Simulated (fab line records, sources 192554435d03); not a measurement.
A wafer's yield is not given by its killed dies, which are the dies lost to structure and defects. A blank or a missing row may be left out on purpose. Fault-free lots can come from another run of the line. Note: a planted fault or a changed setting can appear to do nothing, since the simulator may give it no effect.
The tool behind it: which one? + flow n5_finfet + 9 lots, 27 wafers sampled, at 6 steps of a route of 1938

## WHAT THE GAUGES SHOWED, per wafer
N5_FIN_SAQP_INSPECT_40: inspects for defects (brightfield). Usual: 230 for raw_defect_count, sd 71.
| lot  | measured    | on                | raw_defect_count | flag |
|------|-------------|-------------------|------------------|------|
| L251 | day 3 01:47 | defect_inspect-02 | 199 304 142      |      |
| L252 | day 3 08:28 | defect_inspect-02 | 156 245 229      |      |
| L256 | day 4 08:28 | defect_inspect-02 | 344 257 201      |      |
| L261 | day 5 15:14 | defect_inspect-02 | 287 155 112      |      |
| L265 | day 6 14:13 | defect_inspect-02 | 238 263 258      |      |
| L267 | day 7 03:35 | defect_inspect-01 | 202 172 363      |      |
| L268 | day 7 09:34 | defect_inspect-01 | 230 252 150      |      |
| L269 | day 7 14:40 | defect_inspect-01 | 173 165 198      |      |
| L270 | day 8 01:47 | defect_inspect-02 | 109 142 178      |      |

N5_FIN_CUT_CD_MEAS_08: target cd 29.1 nm. Usual: 29.09 nm for cd_nm, sd 0.25.
| lot  | measured    | on        | cd_nm (nm)        | flag |
|------|-------------|-----------|-------------------|------|
| L251 | day 3 02:13 | cd_sem-01 | 28.72 28.98 29.00 |      |
| L252 | day 3 08:53 | cd_sem-01 | 29.63 29.10 29.58 |      |
| L256 | day 4 08:55 | cd_sem-01 | 28.98 29.31 28.67 |      |
| L261 | day 5 15:39 | cd_sem-03 | 29.25 28.93 29.51 |      |
| L265 | day 6 14:31 | cd_sem-03 | 29.36 28.95 29.51 |      |
| L267 | day 7 03:53 | cd_sem-03 | 28.73 28.86 29.00 |      |
| L268 | day 7 09:59 | cd_sem-01 | 28.62 28.88 29.12 |      |
| L269 | day 7 14:58 | cd_sem-01 | 29.45 28.95 29.06 |      |
| L270 | day 8 02:13 | cd_sem-01 | 29.31 29.34 29.11 |      |

N5_BEOL_M4_RC_MEAS_101. Usual: DIBL_N 36.3 mV/V, standard deviation 1.9; DIBL_P 36.0 mV/V, standard deviation 2.1; IOFF_N 0.16 nA/um, standard deviation 0.031; IOFF_P 0.21 nA/um, standard deviation 0.035; ION_N 675 uA/um, standard deviation 14; ION_P 464 uA/um, standard deviation 8.5; SS_N 71.5 mV/dec, standard deviation 0.6; SS_P 73.3 mV/dec, standard deviation 0.72; VT_N 250 mV, standard deviation 3.2; VT_P -250 mV, standard deviation 3.1.
| lot  | measured     | on        | DIBL_N (mV/V)  | DIBL_P (mV/V)  | IOFF_N (nA/um) | IOFF_P (nA/um) | ION_N (uA/um) | ION_P (uA/um) | SS_N (mV/dec)  | SS_P (mV/dec)  | VT_N (mV)   | VT_P (mV)      | flag |
|------|--------------|-----------|----------------|----------------|----------------|----------------|---------------|---------------|----------------|----------------|-------------|----------------|------|
| L251 | day 8 18:02  | prober-02 | 36.8 35.1 34.9 | 36.4 34.4 34.6 | 0.15 0.13 0.13 | 0.20 0.18 0.18 | 654 664 668   | 452 455 459   | 72.1 70.7 71.4 | 73.0 72.6 73.1 | 254 253 253 | -254 -253 -253 |      |
| L252 | day 9 00:40  | prober-01 | 34.9 33.6 33.5 | 35.4 34.7 34.3 | 0.14 0.13 0.14 | 0.21 0.20 0.21 | 667 671 681   | 468 470 480   | 71.2 71.3 71.0 | 72.8 72.7 72.3 | 249 250 249 | -248 -248 -247 |      |
| L256 | day 9 16:55  | prober-01 | 37.2 33.7 30.6 | 39.2 35.7 31.6 | 0.19 0.13 0.09 | 0.23 0.18 0.13 | 662 667 638   | 451 454 441   | 72.9 70.8 70.6 | 73.5 72.9 72.3 | 250 252 256 | -249 -255 -255 |      |
| L261 | day 12 21:15 | prober-01 | 37.7 36.4 37.2 | 35.8 34.5 34.4 | 0.17 0.15 0.16 | 0.22 0.19 0.19 | 691 675 676   | 473 462 460   | 72.6 72.1 72.3 | 73.5 72.9 72.9 | 248 250 251 | -246 -251 -251 |      |
| L265 | day 13 19:43 | prober-02 | 37.5 39.9 40.5 | 35.8 38.6 39.5 | 0.16 0.21 0.24 | 0.21 0.25 0.27 | 694 683 715   | 471 462 481   | 71.5 72.6 72.2 | 74.1 74.0 74.0 | 249 245 244 | -249 -247 -245 |      |
| L267 | day 13 01:41 | prober-01 | 35.2 35.7 37.2 | 36.5 36.8 39.7 | 0.14 0.16 0.19 | 0.17 0.18 0.22 | 678 681 698   | 458 457 471   | 70.4 71.7 72.5 | 72.9 73.2 73.5 | 248 248 246 | -257 -254 -250 |      |
| L268 | day 13 00:07 | prober-02 | 38.4 35.6 38.0 | 36.3 34.7 37.4 | 0.17 0.12 0.16 | 0.21 0.19 0.22 | 663 668 676   | 453 464 460   | 72.6 71.1 72.0 | 73.2 73.2 74.0 | 250 252 248 | -250 -251 -246 |      |
| L269 | day 14 12:35 | prober-02 | 35.8 34.3 36.3 | 36.4 34.6 36.0 | 0.15 0.13 0.15 | 0.23 0.19 0.21 | 676 673 676   | 469 465 465   | 72.4 71.7 72.0 | 73.1 72.1 72.5 | 251 253 251 | -249 -250 -249 |      |
| L270 | day 15 04:40 | prober-01 | 36.2 36.5 36.9 | 36.7 36.7 37.3 | 0.15 0.15 0.16 | 0.21 0.21 0.21 | 668 668 665   | 460 458 457   | 71.1 70.7 71.4 | 73.1 73.2 74.1 | 250 251 251 | -249 -248 -250 |      |

## TOOL THAT RAN EACH LOT (tool first, then ch and the chambers of the sampled wafers, then the start)
| lot  | N5_FIN_SAQP_FIN_ETCH_36         | N5_FIN_CUT_COAT_29               | N5_FIN_CUT_ETCH_30                |
|------|---------------------------------|----------------------------------|-----------------------------------|
| L251 | rie_si-01 ch 1,3, day 3 01:32   | litho_track-01 ch 0, day 3 01:49 | rie_diel-06 ch 0,1,2, day 3 02:22 |
| L252 | rie_si-02 ch 0,3, day 3 08:13   | litho_track-01 ch 0, day 3 08:29 | rie_diel-06 ch 0,3, day 3 09:04   |
| L256 | rie_si-01 ch 1,2,3, day 4 08:13 | litho_track-05 ch 0, day 4 08:30 | rie_diel-01 ch 0,2,3, day 4 09:16 |
| L261 | rie_si-02 ch 0,1,3, day 5 14:59 | litho_track-05 ch 0, day 5 15:16 | rie_diel-05 ch 0,2, day 5 15:49   |
| L265 | rie_si-06 ch 1,2, day 6 13:58   | litho_track-02 ch 0, day 6 14:15 | rie_diel-05 ch 1,2,3, day 6 15:31 |
| L267 | rie_si-02 ch 0,2,3, day 7 03:20 | litho_track-01 ch 0, day 7 03:37 | rie_diel-01 ch 0,2,3, day 7 04:04 |
| L268 | rie_si-01 ch 0,1, day 7 09:19   | litho_track-01 ch 0, day 7 09:36 | rie_diel-05 ch 1,2, day 7 10:08   |
| L269 | rie_si-01 ch 2,3, day 7 14:25   | litho_track-01 ch 0, day 7 14:42 | rie_diel-06 ch 0,1,3, day 7 15:37 |
| L270 | rie_si-01 ch 1,2,3, day 8 01:32 | litho_track-01 ch 0, day 8 01:50 | rie_diel-05 ch 1,3, day 8 02:23   |
- N5_FIN_SAQP_FIN_ETCH_36: etches the open film in HBr/Cl2/O2, target depth 120 nm, time 50.4 s.
- N5_FIN_CUT_COAT_29: time 60 s, resist thk 10 nm.
- N5_FIN_CUT_ETCH_30: etches underlayer in N2/H2, target depth 13 nm, time 10.4 s.

## WHAT THE TOOLS THEMSELVES READ (means of the sampled wafers that have a number; where no wafer has one, the mark that the record gives instead)
N5_FIN_SAQP_FIN_ETCH_36. Usual: chamber_pressure_mTorr 9.999 mTorr, standard deviation 0.0087; drypump_motor_current_A 5.7 A, standard deviation 0.55; oes_product_au 1.009 a.u., standard deviation 0.021; throttle_valve_pct 35.89 %, standard deviation 0.3.
| lot  | tool      | chamber_pressure_mTorr (mTorr) | drypump_motor_current_A (A) | oes_product_au (a.u.) | throttle_valve_pct (%) | flag |
|------|-----------|--------------------------------|-----------------------------|-----------------------|------------------------|------|
| L251 | rie_si-01 | 9.999                          | 5.6                         | 0.998                 | 36.04                  |      |
| L252 | rie_si-02 | 9.994                          | 5.6                         | 1.009                 | 35.66                  |      |
| L256 | rie_si-01 | 9.988                          | 5.9                         | 1.009                 | 35.87                  |      |
| L261 | rie_si-02 | 9.989                          | 6.0                         | 1.005                 | 35.82                  |      |
| L265 | rie_si-06 | 9.999                          | 5.6                         | 1.009                 | 35.69                  |      |
| L267 | rie_si-02 | 10.004                         | 5.7                         | 1.010                 | 35.83                  |      |
| L268 | rie_si-01 | 9.998                          | 5.5                         | 1.006                 | 35.97                  |      |
| L269 | rie_si-01 | 9.994                          | 5.6                         | 1.013                 | 35.75                  |      |
| L270 | rie_si-01 | 9.993                          | 5.9                         | 1.006                 | 35.87                  |      |

N5_FIN_CUT_COAT_29. Usual: 1500.2 rpm for spin_speed_rpm, sd 0.96.
| lot  | tool           | spin_speed_rpm (rpm) | flag |
|------|----------------|----------------------|------|
| L251 | litho_track-01 | 1835.6               | OFF  |
| L252 | litho_track-01 | 1833.5               | OFF  |
| L256 | litho_track-05 | 1499.1               |      |
| L261 | litho_track-05 | 1500.8               |      |
| L265 | litho_track-02 | 1501.1               |      |
| L267 | litho_track-01 | 1500.1               |      |
| L268 | litho_track-01 | 1500.3               |      |
| L269 | litho_track-01 | 1501.1               |      |
| L270 | litho_track-01 | 1500.0               |      |

N5_FIN_CUT_ETCH_30. Usual: chamber_pressure_mTorr 30.00 mTorr (standard deviation 0.031); drypump_motor_current_A 5.8 A (standard deviation 0.72); etch_rf_on_time_s 10.41 s (standard deviation 0.23); oes_product_au 0.65 a.u. (standard deviation 0.058); rf_vpp_V 524.2 V (standard deviation 2.7); showerhead_plenum_p_Torr 2.55 Torr (standard deviation 0.098); throttle_valve_pct 17.92 % (standard deviation 0.18).
| lot  | tool        | chamber_pressure_mTorr (mTorr) | drypump_motor_current_A (A) | etch_rf_on_time_s (s) | oes_product_au (a.u.) | rf_vpp_V (V) | showerhead_plenum_p_Torr (Torr) | throttle_valve_pct (%) | flag |
|------|-------------|--------------------------------|-----------------------------|-----------------------|-----------------------|--------------|---------------------------------|------------------------|------|
| L251 | rie_diel-06 | 30.00                          | 6.1                         | 9.61                  | 0.65                  | 525.8        | 2.58                            | 17.73                  | OFF  |
| L252 | rie_diel-06 | 29.98                          | 6.1                         | 9.32                  | 0.72                  | 525.6        | 2.65                            | 17.65                  | OFF  |
| L256 | rie_diel-01 | 30.00                          | 5.1                         | 10.34                 | 0.66                  | 525.7        | 2.57                            | 18.02                  |      |
| L261 | rie_diel-05 | 30.00                          | 5.8                         | 10.61                 | 0.61                  | 524.3        | 2.56                            | 17.97                  |      |
| L265 | rie_diel-05 | 30.00                          | 5.7                         | 10.49                 | 0.69                  | 525.3        | 2.60                            | 17.89                  |      |
| L267 | rie_diel-01 | 30.02                          | 5.1                         | 10.32                 | 0.65                  | 525.1        | 2.56                            | 18.06                  |      |
| L268 | rie_diel-05 | 30.01                          | 6.2                         | 10.59                 | 0.63                  | 522.4        | 2.50                            | 17.96                  |      |
| L269 | rie_diel-06 | 30.00                          | 5.8                         | 10.31                 | 0.66                  | 525.7        | 2.58                            | 17.82                  |      |
| L270 | rie_diel-05 | 29.98                          | 6.1                         | 10.48                 | 0.68                  | 523.9        | 2.53                            | 17.94                  |      |

## THE ANSWER, worked out from the rows above alone
Rule: a lot is off if the mean of its wafers that have a number lies more than 3 standard deviations from the usual mean. A lot without any number at a reading at which 4 lots or more have one is off too. Where the step has rows for the other lots, those lots are counted as sound. After the gauges, taken in route order, come the tools' own readings; for these a lot's mean is taken, as printed above. The first step at which some lot is off is used, and at that step the reading that is off furthest; a lot without a number counts as furthest.
Off, at N5_FIN_CUT_COAT_29 on spin_speed_rpm: L251, L252.
A tool fits if, at that step or a process step before it, it ran every lot that is off, and no sound lot after the first of them. None of those tried fits.

## WHAT THE SIMULATOR PUT IN
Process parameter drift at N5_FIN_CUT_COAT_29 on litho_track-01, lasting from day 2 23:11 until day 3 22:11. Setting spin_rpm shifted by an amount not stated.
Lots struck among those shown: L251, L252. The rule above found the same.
